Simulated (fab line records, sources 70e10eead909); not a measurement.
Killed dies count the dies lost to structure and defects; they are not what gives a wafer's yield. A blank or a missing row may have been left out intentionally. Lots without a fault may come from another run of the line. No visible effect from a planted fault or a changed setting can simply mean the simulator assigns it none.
Which tool did it? + flow nand harc + Sampling: 13 lots, 39 wafers, 5 of 1302 route steps

WHAT EACH GAUGE READ, for each wafer
NHARC_A_BLC_INSPECT_28.
| lot  | measured     | on                | raw defect count |
|------|--------------|-------------------|------------------|
| L916 | day 23 03:14 | defect inspect-02 | 380 399 572      |
| L917 | day 23 04:02 | defect inspect-01 | 595 771 615      |
| L918 | day 23 09:41 | defect inspect-02 | 510 427 443      |
| L919 | day 24 10:15 | defect inspect-01 | 550 383 440      |
| L924 | day 26 04:02 | defect inspect-01 | 625 486 437      |
| L922 | day 26 07:17 | defect inspect-02 | 574 601 472      |
| L927 | day 27 12:15 | defect inspect-02 | 546 492 588      |
| L928 | day 27 17:56 | defect inspect-01 | 464 539 447      |
| L930 | day 29 01:18 | defect inspect-02 | 415 500 574      |
| L931 | day 29 02:59 | defect inspect-01 | 478 463 652      |
| L934 | day 30 01:47 | defect inspect-02 | 554 615 576      |
| L938 | day 31 00:44 | defect inspect-02 | 490 549 538      |
| L937 | day 31 06:27 | defect inspect-01 | 498 426 593      |

NHARC_A_M0_CD_MEAS_09: the cd target is 80 nm.
| lot  | measured     | on        | cd nm (nm)        |
|------|--------------|-----------|-------------------|
| L916 | day 23 04:08 | cd sem-01 | 80.2 79.8 79.9    |
| L917 | day 23 04:56 | cd sem-03 | 79.8 79.6 80.0    |
| L918 | day 23 10:35 | cd sem-03 | 80.9 79.7 80.5    |
| L919 | day 24 11:10 | cd sem-03 | 79.1 79.1 79.2    |
| L924 | day 26 04:49 | cd sem-03 | 78.4 80.7 80.4    |
| L922 | day 26 08:04 | cd sem-03 | 79.1 80.7 80.0    |
| L927 | day 27 13:09 | cd sem-01 | 80.0 79.4 79.5    |
| L928 | day 27 18:50 | cd sem-02 | 81.0 79.5 80.7    |
| L930 | day 29 02:12 | cd sem-03 | 80.7 80.4 81.1    |
| L931 | day 29 03:54 | cd sem-02 | 78.7 78.7 79.0    |
| L934 | day 30 02:34 | cd sem-01 | 108.3 108.2 109.3 |
| L938 | day 31 01:38 | cd sem-01 | 80.2 81.1 80.8    |
| L937 | day 31 07:22 | cd sem-02 | 81.1 80.7 81.0    |

NHARC_A_M0_INSPECT_11.
| lot  | measured     | on                | raw defect count |
|------|--------------|-------------------|------------------|
| L916 | day 23 04:15 | defect inspect-02 | 21 26 29         |
| L917 | day 23 05:03 | defect inspect-01 | 134 152 131      |
| L918 | day 23 10:43 | defect inspect-01 | 146 147 149      |
| L919 | day 24 11:17 | defect inspect-02 | 69 54 53         |
| L924 | day 26 04:56 | defect inspect-01 | 68 71 65         |
| L922 | day 26 08:11 | defect inspect-01 | 124 105 101      |
| L927 | day 27 13:17 | defect inspect-01 | 106 99 120       |
| L928 | day 27 18:57 | defect inspect-02 | 86 67 70         |
| L930 | day 29 02:19 | defect inspect-01 | 142 138 145      |
| L931 | day 29 04:02 | defect inspect-02 | 116 78 95        |
| L934 | day 30 02:41 | defect inspect-01 | 114 114 137      |
| L938 | day 31 01:46 | defect inspect-02 | 125 106 98       |
| L937 | day 31 07:29 | defect inspect-02 | 88 76 94         |

WHICH TOOL RAN EACH LOT (tool, then ch and the chambers of the sampled wafers, then the start)
| lot  | NHARC_A_BLC_PVD_32                      | NHARC_A_M0_PEB_07                 |
|------|-----------------------------------------|-----------------------------------|
| L916 | pvd sputter-01, day 23 03:14 or earlier | litho track-01 ch 0, day 23 04:03 |
| L917 | pvd sputter-01, day 23 04:02 or earlier | litho track-04 ch 0, day 23 04:51 |
| L918 | pvd sputter-03, day 23 09:41 or earlier | litho track-06 ch 0, day 23 10:31 |
| L919 | pvd sputter-02, day 24 10:15 or earlier | litho track-04 ch 0, day 24 11:05 |
| L924 | pvd sputter-01, day 26 04:02 or earlier | litho track-06 ch 0, day 26 04:44 |
| L922 | pvd sputter-01, day 26 07:17 or earlier | litho track-06 ch 0, day 26 07:59 |
| L927 | pvd sputter-02, day 27 12:15 or earlier | litho track-01 ch 0, day 27 13:04 |
| L928 | pvd sputter-03, day 27 17:56 or earlier | litho track-06 ch 0, day 27 18:45 |
| L930 | pvd sputter-03, day 29 01:18 or earlier | litho track-06 ch 0, day 29 02:07 |
| L931 | pvd sputter-02, day 29 02:59 or earlier | litho track-04 ch 0, day 29 03:49 |
| L934 | pvd sputter-03, day 30 01:47 or earlier | litho track-04 ch 0, day 30 02:29 |
| L938 | pvd sputter-03, day 31 00:44 or earlier | litho track-01 ch 0, day 31 01:33 |
| L937 | pvd sputter-03, day 31 06:27 or earlier | litho track-06 ch 0, day 31 07:16 |
- NHARC_A_BLC_PVD_32: deposits Ti, target thk 5 nm, time 17.7 s.
- NHARC_A_M0_PEB_07: peb time 65 s.

WHAT THE TOOLS THEMSELVES READ (means of the sampled wafers that have a number; where no wafer has one, the mark that the record gives instead)
NHARC_A_BLC_PVD_32.
| lot  | tool           | throttle valve pct (%) |
|------|----------------|------------------------|
| L916 | pvd sputter-01 | 30.5                   |
| L917 | pvd sputter-01 | 30.2                   |
| L918 | pvd sputter-03 | 30.0                   |
| L919 | pvd sputter-02 | 29.3                   |
| L924 | pvd sputter-01 | 30.3                   |
| L922 | pvd sputter-01 | 30.1                   |
| L927 | pvd sputter-02 | 29.8                   |
| L928 | pvd sputter-03 | 29.5                   |
| L930 | pvd sputter-03 | 29.4                   |
| L931 | pvd sputter-02 | 30.1                   |
| L934 | pvd sputter-03 | 30.0                   |
| L938 | pvd sputter-03 | 29.7                   |
| L937 | pvd sputter-03 | 29.9                   |

NHARC_A_M0_PEB_07.
| lot  | tool           | heater power total W (W) | plate temp C (C) |
|------|----------------|--------------------------|------------------|
| L916 | litho track-01 | 156.4                    | 99.99            |
| L917 | litho track-04 | 156.7                    | 99.97            |
| L918 | litho track-06 | 156.8                    | 99.95            |
| L919 | litho track-04 | 156.8                    | 100.09           |
| L924 | litho track-06 | 156.7                    | 100.22           |
| L922 | litho track-06 | 156.7                    | 99.80            |
| L927 | litho track-01 | 156.6                    | 100.10           |
| L928 | litho track-06 | 156.4                    | 100.13           |
| L930 | litho track-06 | 156.8                    | 99.85            |
| L931 | litho track-04 | 156.6                    | 99.84            |
| L934 | litho track-04 | 177.7                    | 109.69           |
| L938 | litho track-01 | 157.1                    | 99.94            |
| L937 | litho track-06 | 156.2                    | 100.17           |

THE ANSWER, worked out from the rows above alone
Rule: the lots themselves supply what counts as usual. The widest of any qualifying gaps counts: lots, ordered by their means at a reading, are off when they make up no more than a third of the lots, leave a main group of 4 or more, and stand apart from it by 3 or more times the standard deviation of that group's means. A main group is skipped when, at the precision printed for the reading in the tables above, its means are all equal. Also off: a lot with no number at a reading for which 4 or more lots have one. The other lots that the step has rows for count as sound. After the gauges, taken in route order, come the tools' own readings; for these a lot's mean is taken, as printed above. The first step at which some lot is off is used, and at that step the reading that is off furthest; a lot without a number counts as furthest.
Off: L934 (NHARC_A_M0_CD_MEAS_09, cd nm). Main group: mean 80.0 nm, sd 0.62.
A tool fits if, at a process step before that reading, it ran every lot that is off, and no sound lot after the first of them. The gauges at NHARC_A_M0_CD_MEAS_09 aren't tried: what is off there is off at NHARC_A_M0_PEB_07 too, on other tools, and a gauge's error can't cause that. With no start given for some of its lots, NHARC_A_BLC_PVD_32 uses the hours and lot order of NHARC_A_BLC_INSPECT_28. One fits: NHARC_A_M0_PEB_07 on litho track-04. A fault onset in the window from L931 (day 29 03:49, its last sound lot) to L934 (day 30 02:29, its first lot off) fits.
The tool's own readings at NHARC_A_M0_PEB_07 bear it out: on the lots that are off they differ by more than 5 times the standard deviation of the sound lots' means. heater power total W reads 177.7 W there against 156.7 W on the sound lots; plate temp C reads 109.69 C there against 100.00 C on the sound lots.

WHAT THE SIMULATOR HAD PUT IN
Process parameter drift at NHARC_A_M0_PEB_07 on litho track-04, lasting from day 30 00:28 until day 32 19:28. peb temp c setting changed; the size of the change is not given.
Shown lots that were struck: L934. The rule above reached the same finding.
